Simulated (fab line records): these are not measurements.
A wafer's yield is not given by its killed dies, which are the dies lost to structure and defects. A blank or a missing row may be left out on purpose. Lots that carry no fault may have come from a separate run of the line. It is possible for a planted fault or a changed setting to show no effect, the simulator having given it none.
Code-filled problem report in 8D (eight disciplines) form -- flow nandHarc -- the parts of the form that need people (team, actions taken, sign-off) are left out

== 1. THE PROBLEM ==
At NHARC_A_ONON_D2_THK_MEAS_27, thkNm averages 328 nm over 6 wafers from 2 lots, while fault-free wafers read 996 nm, standard deviation 11. That is -61 standard deviations from the usual mean.
The step: measures by ellipsometry.
Earliest sighting: wafer L536.1 on filmMetro-01 at day 17 01:17. At this step, 42 wafers from 14 lots have a number in the record. Rule for "out" (also "out of limits"): further than 4 standard deviations from the usual mean. Any other wafer with a number is counted as sound.

== 2. WHAT IT IS, WHAT IT ISN'T ==
question,is,is not
which readings at this step,thkNm,-
which lots,"L536, L538","L526, L527, L528, L529, L540, L542, L543, L544, L545, L546, L547, L549"
which wafers of those lots,all that have a number,-
read on which gauges,filmMetro-01,filmMetro-02
when,from day 17 01:17,"up to then (12 sound wafers); but 24 sound wafers of L540, L542, L543, L544, L545, L546, L547, L549 came after"

== 3. WHAT RULES OUT EACH SUSPECT ==
Counting: a tool at a process step up to the reading stays a suspect if it ran every lot that is out and no sound lot after the first of them.
- the gauge at NHARC_A_ONON_D2_THK_MEAS_27 is ruled out. All the wafers that are out were read on filmMetro-01, but those of them that NHARC_END_SORT_01 has rows for are out there too, on other tools.
- pecvdOnon-04 at NHARC_A_ONON_D2_DEP_25 (target thk 1000 nm): ruled out as a lasting fault. Following L536 (day 17 00:46), the first lot on it that is out, the sound lots L542, L545 were run on it.
Left after counting: nothing in the record.

== 4. THE CAUSE (what the simulator had put in) ==
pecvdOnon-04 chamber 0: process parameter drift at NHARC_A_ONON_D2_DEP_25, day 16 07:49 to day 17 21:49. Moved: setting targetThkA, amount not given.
It was ruled out by counting, in error; the rule expects a fault to strike all lots run on its tool from its start on, and this fault did not.

== 5. THE EFFECT CHAIN, in route order ==
Each row: a reading whose mean over the struck wafers that have a number lies more than 3 standard deviations from the usual. Only readings whose record carries a usual standard deviation are examined. hours: median over the lots of the time between each lot's start at the first step of this table that gives one and its start at this step. sigmas: the change, counted in usual standard deviations.
hours,step,reading,usual,on struck wafers,change,sigmas
0,NHARC_A_ONON_D2_THK_MEAS_27,thkNm,996 nm,328,-668,-61
281,NHARC_END_SORT_01,killedAtArray,61,674,+613,+26
281,NHARC_END_SORT_01,killedDies,66,677,+611,+27

== 6. HOW IT WOULD HAVE BEEN CAUGHT EARLIER ==
In this record the first reading out of limits at a measuring or inspecting step was taken at day 17 01:17, 17 hours after the fault began at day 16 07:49.
